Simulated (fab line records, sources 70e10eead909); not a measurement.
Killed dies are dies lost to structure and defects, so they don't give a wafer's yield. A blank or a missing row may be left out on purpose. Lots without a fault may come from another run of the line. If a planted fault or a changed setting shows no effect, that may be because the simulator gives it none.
Chamber matching + flow nand_harc + NHARC_A_WL_FILL_ETCHBACK_26 on rie_si-05: 4 sister chambers
The step etches the open film in HBr, target depth 52 nm, time 13.3 s. 22 wafers are shown with their chamber, then 11 later ones without.

WAFERS, EACH WITH ITS CHAMBER
| wafer  | chamber | rf_fwd_power_W (W) | he_backside_leak_sccm (sccm) | oes_product_au (a.u.) |
|--------|---------|--------------------|------------------------------|-----------------------|
| L078.1 | 2       | 342.1              | 2.84                         | 1.010                 |
| L078.2 | 3       | 343.7              | 3.08                         | 0.997                 |
| L078.3 | 0       | 342.3              | 2.97                         | 1.005                 |
| L079.1 | 3       | 344.7              | 2.90                         | 1.003                 |
| L079.2 | 0       | 340.1              | 2.91                         | 1.007                 |
| L079.3 | 1       | 344.2              | 2.60                         | 1.001                 |
| L081.1 | 0       | 341.5              | 2.54                         | 1.008                 |
| L081.3 | 1       | 343.7              | 2.60                         | 1.006                 |
| L081.5 | 1       | 344.1              | 2.67                         | 0.997                 |
| L082.1 | 1       | 342.7              | 2.69                         | 1.003                 |
| L082.2 | 0       | 342.2              | 2.89                         | 0.995                 |
| L082.3 | 2       | 344.9              | 2.72                         | 0.997                 |
| L084.2 | 0       | 340.9              | 2.82                         | 1.006                 |
| L084.3 | 3       | 344.5              | 2.88                         | 0.999                 |
| L084.6 | 1       | 343.3              | 2.55                         | 1.007                 |
| L086.1 | 3       | 344.0              | 2.91                         | 0.988                 |
| L086.2 | 1       | 343.1              | 2.62                         | 1.001                 |
| L086.5 | 1       | 344.5              | 2.67                         | 1.003                 |
| L087.1 | 2       | 344.7              | 2.79                         | 0.993                 |
| L087.2 | 0       | 341.7              | 2.84                         | 1.008                 |
| L087.4 | 1       | 343.0              | 2.55                         | 0.998                 |
| L088.2 | 3       | 344.4              | 2.85                         | 1.005                 |

SIGNATURES (averages over the wafers above)
| reading               | chamber 0 | chamber 1 | chamber 2 | chamber 3 | scatter within a chamber |
|-----------------------|-----------|-----------|-----------|-----------|--------------------------|
| rf_fwd_power_W        | 341.450   | 343.575   | 343.900   | 344.260   | 0.815                    |
| he_backside_leak_sccm | 2.8283    | 2.6187    | 2.7833    | 2.9240    | 0.0984                   |
| oes_product_au        | 1.00483   | 1.00200   | 1.00000   | 0.99840   | 0.00549                  |
Rule: for each reading, subtract the chamber's mean from the wafer's reading, divide by that reading's scatter and square the result; add these up over the readings and take the root, which gives the wafer's distance from the chamber. If the next closest chamber is less than 2 further off than the closest, the wafer can't be placed; otherwise it belongs to the closest. The scatter: the root of (the sum of the squares of (reading less its chamber's mean) over the shown wafers, divided by (wafers less chambers)).

WAFERS WITH NO CHAMBER GIVEN
| wafer  | rf_fwd_power_W (W) | he_backside_leak_sccm (sccm) | oes_product_au (a.u.) |
|--------|--------------------|------------------------------|-----------------------|
| L088.4 | 340.2              | 2.64                         | 1.001                 |
| L088.5 | 346.0              | 3.06                         | 1.005                 |
| L090.1 | 341.4              | 2.81                         | 0.999                 |
| L090.3 | 342.2              | 2.61                         | 1.003                 |
| L090.6 | 345.1              | 2.95                         | 1.004                 |
| L095.1 | 345.5              | 3.00                         | 0.988                 |
| L095.2 | 343.4              | 2.60                         | 0.997                 |
| L095.5 | 344.3              | 3.00                         | 0.991                 |
| L094.1 | 341.3              | 2.65                         | 0.994                 |
| L094.3 | 345.8              | 2.78                         | 0.996                 |
| L094.6 | 340.9              | 2.66                         | 0.999                 |

CHAMBER TAKEN BY EACH
| wafer  | from the rows above               | in truth |
|--------|-----------------------------------|----------|
| L088.4 | can't be placed: 0 or 1           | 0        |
| L088.5 | can't be placed: 3 or 2           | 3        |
| L090.1 | 0                                 | 0        |
| L090.3 | can't be placed: 1 or 0 or 2      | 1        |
| L090.6 | can't be placed: 3 or 2           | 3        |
| L095.1 | can't be placed: 3 or 2           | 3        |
| L095.2 | can't be placed: 1 or 2           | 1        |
| L095.5 | can't be placed: 3 or 2           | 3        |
| L094.1 | can't be placed: 0 or 1 or 2 or 3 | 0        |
| L094.3 | can't be placed: 3 or 2 or 1      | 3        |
| L094.6 | can't be placed: 0 or 1 or 2      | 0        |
Placed correctly: 1 of 11. From these rows, 10 cannot be placed; in 10 the true chamber is one of the candidates. Wrongly placed: 0.
